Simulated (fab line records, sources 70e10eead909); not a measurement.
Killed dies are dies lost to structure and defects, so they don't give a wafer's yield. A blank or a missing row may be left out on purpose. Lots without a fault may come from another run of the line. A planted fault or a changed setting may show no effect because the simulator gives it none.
One fault seen from 2 desks | flow nand_harc | each desk has only its own numbers; what lay behind them comes last

THE TOOL OWNER'S DESK: litho_track-04
The tool's own readings at NHARC_A_CHANNEL_HOLE_D1_DEVELOP_09 (develop time 35 s): means of the sampled wafers that have a number, for each lot that ran on this tool. A lot is out of limits, marked OUT, if its mean lies more than 4 standard deviations from the usual mean; the brackets give that distance.
Columns: A = chill_plate_temp_C at NHARC_A_CHANNEL_HOLE_D1_DEVELOP_09, usual 23.02 C; B = exhaust_pa at NHARC_A_CHANNEL_HOLE_D1_DEVELOP_09, usual 44.9 Pa
lot  | first seen here | A     | B
L187 | day 8 10:00     | 23.05 | 45.2
L188 | day 9 01:00     | 23.01 | 44.8
L197 | day 12 12:00    | 23.01 | 45.5
L203 | day 15 03:00    | 22.98 | 45.8
L205 | day 15 20:00    | 23.06 | 45.1
This desk's finding: nothing out of limits on any of the 5 lots.

THE METROLOGY DESK
What the gauges read, lot by lot, whatever tool the lot ran on: means of the sampled wafers that have a number. A lot is out of limits, marked OUT, if its mean lies more than 4 standard deviations from the usual mean; the brackets give that distance.
Columns: A = thk_nm at NHARC_A_ONON_D1_THK_MEAS_18, usual 1000 nm; B = thk_nm at NHARC_A_ONON_D1_THK_MEAS_21, usual 1005 nm; C = thk_nm at NHARC_A_ONON_D1_THK_MEAS_30, usual 1004 nm; D = cd_nm at NHARC_A_CHANNEL_HOLE_D1_CD_MEAS_10, usual 100.0 nm
lot  | first seen here | A    | B    | C    | D
L187 | day 7 22:30     | 993  | 1010 | 989  | 99.8
L188 | day 8 17:47     | 994  | 1012 | 995  | 99.9
L191 | day 9 17:19     | 991  | 1000 | 1005 | 100.1
L192 | day 10 04:22    | 1001 | 995  | 1017 | 99.7
L195 | day 11 16:22    | 1006 | 1005 | 991  | 99.6
L197 | day 12 06:55    | 1008 | 982  | 1002 | 100.0
L203 | day 14 21:52    | 987  | 1010 | 1022 | 101.0
L204 | day 14 21:52    | 993  | 1019 | 1004 | 99.5
L205 | day 15 14:56    | 996  | 1001 | 985  | 100.2
L206 | day 16 00:37    | 1020 | 988  | 1009 | 99.7
L208 | day 16 19:23    | 987  | 1004 | 989  | 100.0
L207 | day 17 08:12    | 1002 | 993  | 1002 | 100.9
L209 | day 17 15:16    | 1014 | 1004 | 1012 | 100.1
L210 | day 17 15:16    | 997  | 993  | 997  | 100.1
This desk's finding: nothing out of limits on any of the 14 lots.

PUT TOGETHER
The tool owner's desk saw nothing out of limits.
The metrology desk saw nothing out of limits.

WHAT THE SIMULATOR HAD PUT IN
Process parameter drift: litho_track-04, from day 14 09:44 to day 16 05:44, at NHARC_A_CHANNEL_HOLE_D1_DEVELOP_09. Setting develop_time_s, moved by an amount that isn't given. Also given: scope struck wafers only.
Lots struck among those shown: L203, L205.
